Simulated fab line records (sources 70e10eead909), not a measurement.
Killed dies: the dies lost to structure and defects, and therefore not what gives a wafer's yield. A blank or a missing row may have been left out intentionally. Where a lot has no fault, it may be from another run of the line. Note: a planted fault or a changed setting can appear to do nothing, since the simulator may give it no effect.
Chamber matching | flow nand harc | NHARC_A_CHANNEL_FILL_D1_ALD_25 on ald hk-04 has 4 sister chambers
The step deposits SiOx, target thk 60 nm, pulse time 10 s, ald cycles 600. 14 wafers are shown with their chamber, then 7 later ones without.

## WAFERS, EACH WITH ITS CHAMBER
wafer  | chamber | heater power w (W) | precursor pulse height rel
L368.2 | 1       | 451                | 0.994
L368.1 | 3       | 388                | 0.980
L368.6 | 0       | 460                | 1.026
L371.4 | 1       | 443                | 0.986
L371.2 | 3       | 392                | 0.954
L371.6 | 2       | 466                | 1.019
L373.1 | 0       | 476                | 1.006
L373.3 | 1       | 451                | 0.990
L373.6 | 3       | 406                | 1.016
L375.2 | 3       | 400                | 1.002
L375.4 | 1       | 456                | 1.032
L375.5 | 0       | 477                | 1.020
L376.1 | 1       | 458                | 1.062
L376.3 | 2       | 459                | 1.005

SIGNATURES (averages over the wafers above)
reading                    | chamber 0 | chamber 1 | chamber 2 | chamber 3 | scatter within a chamber
heater power w             | 471.00    | 451.80    | 462.50    | 396.50    | 7.32
precursor pulse height rel | 1.01733   | 1.01280   | 1.01200   | 0.98800   | 0.0262
Rule: for a wafer and a chamber, the distance is found by dividing, reading by reading, the gap between the wafer's reading and the chamber's mean by the reading's scatter, squaring, summing and taking the root. If the next closest chamber is less than 2 further off than the closest, the wafer can't be placed; otherwise it belongs to the closest. The scatter: take each reading less its chamber's mean, square it, sum over the shown wafers, divide by the number of wafers less the number of chambers, and take the root.

## WAFERS WITH NO CHAMBER GIVEN
wafer  | heater power w (W) | precursor pulse height rel
L376.4 | 388                | 1.026
L381.2 | 451                | 0.970
L381.3 | 461                | 1.009
L381.4 | 473                | 1.006
L386.2 | 469                | 1.053
L386.4 | 446                | 0.997
L386.5 | 391                | 1.024

## WHICH CHAMBER EACH ONE RAN IN
wafer  | from the rows above          | in truth
L376.4 | 3                            | 3
L381.2 | can't be placed: 1 or 2 or 0 | 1
L381.3 | can't be placed: 2 or 1 or 0 | 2
L381.4 | can't be placed: 0 or 2      | 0
L386.2 | can't be placed: 0 or 2 or 1 | 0
L386.4 | can't be placed: 1 or 2      | 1
L386.5 | 3                            | 3
2 of 7 placed correctly. Can't be placed from these rows: 5 (the true chamber is among the candidates in 5). Number placed wrongly: 0.
